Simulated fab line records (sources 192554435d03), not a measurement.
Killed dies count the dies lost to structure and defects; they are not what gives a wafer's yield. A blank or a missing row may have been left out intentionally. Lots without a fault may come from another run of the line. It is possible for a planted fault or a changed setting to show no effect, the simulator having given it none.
Split-lot experiment | flow n5 finfet | route with 1938 steps; 7 lots, 39 wafers read

== THE SPLIT ==
At N5_SDB_ALD_29 (deposits SiNx, target thk 30 nm, pulse time 1 s, ald cycles 600), the setting ald cycles was moved away from the recipe's 600 on 15 of the 39 wafers read, by -57.3% to +21.3%. This setting was run at the recipe's value on the other wafers.

== THE PATH FROM SPLIT TO READING: the file shows 1 step between them ==
- N5_SDB_CMP_30: polishes, stops on poly-Si, t overpolish 1.54 s, target thk 30 nm

== THE READING ==
SiNx_of_SDB_ALD_29.thk nm (the simulator's own value, which no gauge read), in nm, at N5_DUMMY_REMOVAL_HM_STRIP_01 (strips SiNx in CH3F/O2, stops on poly-Si, target depth 4 nm, time 6.8 s). The file does not state a usual value for it. Average 29.3 nm, standard deviation 0.14 nm, over the 24 wafers here run with the recipe.

wafer  | tool, chamber at the split | ald cycles as run | against the recipe | SiNx_of_SDB_ALD_29.thk nm, nm | against lot-mates on the recipe
L078.1 | ald sin-04, 1,2            | 600               | recipe             | 29.4                          | -
L078.4 | ald sin-04, 1,2            | 600               | recipe             | 29.4                          | -
L078.2 | ald sin-04, 0              | 600               | recipe             | 29.2                          | -
L078.3 | ald sin-04, 3              | 256               | -57.3%             | 12.4                          | -16.9
L078.6 | ald sin-04, 1,2            | 256               | -57.3%             | 12.4                          | -16.9
L078.5 | ald sin-04, 1,2            | 256               | -57.3%             | 12.6                          | -16.7
L084.1 | ald sin-04, 3              | 600               | recipe             | 29.6                          | -
L084.2 | ald sin-04, 2,1            | 600               | recipe             | 29.4                          | -
L084.3 | ald sin-04, 2,1            | 600               | recipe             | 29.4                          | -
L089.1 | ald sin-02, 1,3,0          | 600               | recipe             | 29.2                          | -
L089.2 | ald sin-02, 0,3            | 600               | recipe             | 29.2                          | -
L089.4 | ald sin-02, 1,3,0          | 600               | recipe             | 29.2                          | -
L089.5 | ald sin-02, 1,3,0          | 600               | recipe             | 29.2                          | -
L089.3 | ald sin-02, 2              | 600               | recipe             | 29.6                          | -
L089.6 | ald sin-02, 0,3            | 600               | recipe             | 29.4                          | -
L092.1 | ald sin-03, 1,3            | 284               | -52.7%             | 13.8                          | -15.5
L092.2 | ald sin-03, 1,3            | 284               | -52.7%             | 13.8                          | -15.5
L092.3 | ald sin-03, 2,2,3          | 600               | recipe             | 29.4                          | -
L092.5 | ald sin-03, 2,2,3          | 600               | recipe             | 29.4                          | -
L092.4 | ald sin-03, 0              | 284               | -52.7%             | 14                            | -15.3
L092.6 | ald sin-03, 2,2,3          | 600               | recipe             | 29.2                          | -
L093.1 | ald sin-02, 3,0            | 600               | recipe             | 29.2                          | -
L093.2 | ald sin-02, 3,0            | 600               | recipe             | 29.2                          | -
L093.3 | ald sin-02, 1              | 259               | -56.8%             | 12.6                          | -16.7
L093.6 | ald sin-02, 3              | 259               | -56.8%             | 12.6                          | -16.7
L093.4 | ald sin-02, 2              | 600               | recipe             | 29.6                          | -
L093.5 | ald sin-02, 2              | 259               | -56.8%             | 13                            | -16.3
L094.1 | ald sin-03, 2,1            | 600               | recipe             | 29.4                          | -
L094.4 | ald sin-03, 2,1            | 600               | recipe             | 29.4                          | -
L094.2 | ald sin-03, 3              | 401               | -33.2%             | 19.6                          | -9.7
L094.3 | ald sin-03, 0              | 401               | -33.2%             | 19.8                          | -9.5
L094.5 | ald sin-03, 0              | 401               | -33.2%             | 19.8                          | -9.5
L094.6 | ald sin-03, 3              | 600               | recipe             | 29.2                          | -
L095.1 | ald sin-04, 3              | 600               | recipe             | 29.2                          | -
L095.2 | ald sin-04, 0,1            | 728               | +21.3%             | 30.6                          | +1.3
L095.3 | ald sin-04, 1,2            | 600               | recipe             | 29.4                          | -
L095.4 | ald sin-04, 1,2            | 600               | recipe             | 29.4                          | -
L095.5 | ald sin-04, 3              | 728               | +21.3%             | 29.2                          | -0.1
L095.6 | ald sin-04, 0,1            | 728               | +21.3%             | 29.6                          | +0.3
If several chambers appear in one row, that row covers several wafers at once and the file leaves open which wafer was in which chamber.

THE FIT
A straight line over all 39 wafers: SiNx_of_SDB_ALD_29.thk nm changes by +0.269 nm for each +1% of ald cycles; r = +0.98; the points scatter about the line by 1.5 nm.
The same after taking each lot's own level away (the mean of its wafers on the recipe; 39 wafers): +0.269 nm for each +1%; r = +0.98; scatter 1.5 nm.
According to that fit, moving ald cycles by its largest amount changes the reading by 15 nm.
Measured against the standard deviation above, the lots' own levels, which go from 29.30 to 29.47 nm, span 1.2 times it.
The two slopes agree, so the slope changes little with the lot-to-lot level.
Check: with one of the wafers moved furthest among these (-57.3%) left out of the fit, the line predicts -16.1 nm for it against its lot-mates. Against them it came out at -16.9 nm.

== THESE WAFERS: OTHER SPLITS ==
Before the reading, these wafers also passed through other splits. Each is held against what the fit with the lots' levels taken away leaves over:
other split on the same wafers        | wafers away from the commonest value | r with SiNx_of_SDB_ALD_29.thk nm (lot level and that fit taken away)
N5_FIN_SAQP_SPACER1_ALD_24 ald cycles | 15                                   | -0.27
N5_DUMMY_GATE_ALD_02 target thk a     | 15                                   | -0.07

== THE WHOLE CHAIN: every reading that the file lists as answering this split, in the file's order ==
step                         | what it does                                                            | reading                                                                    | change (the file's fit)               | r (the file's)
N5_SDB_ALD_29                | deposits SiNx, target thk 30 nm, pulse time 1 s, ald cycles 600         | SiNx_of_SDB_ALD_29.thk nm (the simulator's own value, which no gauge read) | +0.3 nm for each +1% of the setting   | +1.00
N5_DUMMY_REMOVAL_HM_STRIP_01 | strips SiNx in CH3F/O2, stops on poly-Si, target depth 4 nm, time 6.8 s | SiNx_of_SDB_ALD_29.thk nm (the simulator's own value, which no gauge read) | +0.282 nm for each +1% of the setting | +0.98

== THE FILE'S OWN FIT ==
SiNx_of_SDB_ALD_29.thk nm changes by +0.282 nm for each +1% of ald cycles, r = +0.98.
